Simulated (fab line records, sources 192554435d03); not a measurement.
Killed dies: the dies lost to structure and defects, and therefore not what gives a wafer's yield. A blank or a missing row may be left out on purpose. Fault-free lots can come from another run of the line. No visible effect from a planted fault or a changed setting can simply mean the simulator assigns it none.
Split-lot experiment | flow n5 finfet | 7 lots, 39 wafers read, on a route of 1938 steps

THE SPLIT ITSELF
At N5_FIN_SAQP_PECVD_06 (deposits a-Si from SiH4/He, target thk 60 nm, time 48.1 s), the setting time s was moved away from the recipe's 48.1 s on 6 of the 39 wafers read, by -15.1% to +27.3%. This setting was run at the recipe's value on the other wafers.

FROM THE SPLIT TO THE READING: what the file shows between them, 5 steps
- N5_FIN_SAQP_THK_MEAS_07
- N5_FIN_SAQP_HM_DEP_72: deposits SiO2 from SiH4/N2O, target thk 12 nm, time 7.2 s
- N5_FIN_SAQP_COAT_49: time 60 s, resist thk 100 nm
- N5_FIN_SAQP_HM_OPEN_73: chemistry CHF3/O2, target SiO2, stops on a-Si, target depth 12 nm, time 16.8 s
- N5_FIN_SAQP_STRIP_74: strips in CHF3/O2

THE READING
oes product au, in a.u., at N5_FIN_SAQP_MANDREL_ETCH_22 (etches a-Si in HBr/Cl2, stops on SiNx, target depth 60 nm, bt time 10 s, time 30 s). Typical for fault-free wafers on this fab line: 0.762 a.u., with standard deviation 0.014 a.u.

wafer  | tool, chamber at the split | time s as run, s | against the recipe | oes product au, a.u. | against lot-mates on the recipe
L078.1 | pecvd-01, 2                | 48.1             | recipe             | 0.776                | -
L078.2 | pecvd-01, 0                | 40.83            | -15.1%             | 0.692                | -0.073
L078.3 | pecvd-01, 1                | 40.83            | -15.1%             | 0.691                | -0.074
L078.4 | pecvd-01, 2                | 40.83            | -15.1%             | 0.678                | -0.087
L078.5 | pecvd-01, 0                | 48.1             | recipe             | 0.765                | -
L078.6 | pecvd-01, 1                | 48.1             | recipe             | 0.754                | -
L079.4 | pecvd-04, 1                | 48.1             | recipe             | 0.799                | -
L079.5 | pecvd-04, 2                | 48.1             | recipe             | 0.777                | -
L079.6 | pecvd-04, 0                | 48.1             | recipe             | 0.782                | -
L086.1 | pecvd-02, 0                | 48.1             | recipe             | 0.736                | -
L086.2 | pecvd-02, 1                | 48.1             | recipe             | 0.772                | -
L086.3 | pecvd-02, 2                | 48.1             | recipe             | 0.742                | -
L086.4 | pecvd-02, 2                | 48.1             | recipe             | 0.757                | -
L086.5 | pecvd-02, 1                | 48.1             | recipe             | 0.748                | -
L086.6 | pecvd-02, 0                | 48.1             | recipe             | 0.753                | -
L089.1 | pecvd-01, 1                | 48.1             | recipe             | 0.740                | -
L089.2 | pecvd-01, 2                | 48.1             | recipe             | 0.748                | -
L089.3 | pecvd-01, 0                | 48.1             | recipe             | 0.752                | -
L089.4 | pecvd-01, 1                | 48.1             | recipe             | 0.785                | -
L089.5 | pecvd-01, 0                | 48.1             | recipe             | 0.781                | -
L089.6 | pecvd-01, 2                | 48.1             | recipe             | 0.766                | -
L090.1 | pecvd-02, 2                | 48.1             | recipe             | 0.767                | -
L090.2 | pecvd-02, 0                | 61.21            | +27.3%             | 0.886                | +0.119
L090.3 | pecvd-02, 0                | 61.21            | +27.3%             | 0.902                | +0.135
L090.4 | pecvd-02, 2                | 61.21            | +27.3%             | 0.894                | +0.127
L090.5 | pecvd-02, 2                | 48.1             | recipe             | 0.766                | -
L090.6 | pecvd-02, 0                | 48.1             | recipe             | 0.767                | -
L091.1 | pecvd-04, 1,2              | 48.1             | recipe             | 0.769                | -
L091.2 | pecvd-04, 2                | 48.1             | recipe             | 0.763                | -
L091.3 | pecvd-04, 0                | 48.1             | recipe             | 0.760                | -
L091.4 | pecvd-04, 1                | 48.1             | recipe             | 0.767                | -
L091.5 | pecvd-04, 1,2              | 48.1             | recipe             | 0.763                | -
L091.6 | pecvd-04, 0                | 48.1             | recipe             | 0.761                | -
L096.1 | pecvd-04, 2                | 48.1             | recipe             | 0.744                | -
L096.2 | pecvd-04, 1                | 48.1             | recipe             | 0.753                | -
L096.3 | pecvd-04, 0                | 48.1             | recipe             | 0.752                | -
L096.4 | pecvd-04, 1                | 48.1             | recipe             | 0.782                | -
L096.5 | pecvd-04, 2                | 48.1             | recipe             | 0.769                | -
L096.6 | pecvd-04, 0                | 48.1             | recipe             | 0.760                | -
The file does not say which wafer passed through which chamber wherever a row lists several chambers: such a row stands for several wafers.

FIT RESULTS
A straight line over all 39 wafers: oes product au changes by +0.00486 a.u. for each +1% of time s; r = +0.95; the points scatter about the line by 0.014 a.u.
The same after taking each lot's own level away (the mean of its wafers on the recipe; 39 wafers): +0.0048 a.u. for each +1%; r = +0.97; scatter 0.011 a.u.
On that fit, the largest move of time s shifts the reading by 0.13 a.u.
The span of the lots' own levels, 0.7513 to 0.7860 a.u., comes to 2.5 times the standard deviation stated above.
Consequently the slope shifts little with the lot-to-lot level, the two slopes agreeing.
Check: with one of the wafers moved furthest among these (+27.3%) left out of the fit, the line predicts +0.134 a.u. for it against its lot-mates. Against them it came out at +0.119 a.u.

THE OTHER SPLITS THESE WAFERS WENT THROUGH
Before the reading, these wafers also passed through other splits. Each is held against what the fit with the lots' levels taken away leaves over:
other split on the same wafers | wafers away from the commonest value | r with oes product au (lot level and that fit taken away)
N5_ZERO_LAYER_PECVD_02 time s  | 12                                   | -0.02

THE WHOLE CHAIN: every reading that the file lists as answering this split, in the file's order
step                            | what it does                                                                       | reading                                                                           | change (the file's fit)                   | r (the file's)
N5_FIN_SAQP_PECVD_06            | deposits a-Si from SiH4/He, target thk 60 nm, time 48.1 s                          | a-Si_of_FIN_SAQP_PECVD_06.thk nm (the simulator's own value, which no gauge read) | +0.605 nm for each +1% of the setting     | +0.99
N5_FIN_SAQP_THK_MEAS_07         |                                                                                    | thk nm                                                                            | withheld for each +1% of the setting      | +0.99
N5_FIN_SAQP_MANDREL_ETCH_22     | etches a-Si in HBr/Cl2, stops on SiNx, target depth 60 nm, bt time 10 s, time 30 s | oes product au                                                                    | +0.00478 a.u. for each +1% of the setting | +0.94
N5_FIN_SAQP_MANDREL_ETCH_22     | etches a-Si in HBr/Cl2, stops on SiNx, target depth 60 nm, bt time 10 s, time 30 s | etch.depth nm (the simulator's own value, which no gauge read)                    | +0.605 nm for each +1% of the setting     | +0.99
N5_FIN_SAQP_SPACER1_ETCHBACK_25 | etches SiO2 in CHF3/O2, target depth 24.4 nm, time 12.2 s                          | a-Si_of_FIN_SAQP_PECVD_06.thk nm (the simulator's own value, which no gauge read) | +0.608 nm for each +1% of the setting     | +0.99

THE FILE'S OWN FIT
oes product au changes by +0.00478 a.u. for each +1% of time s, r = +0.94.
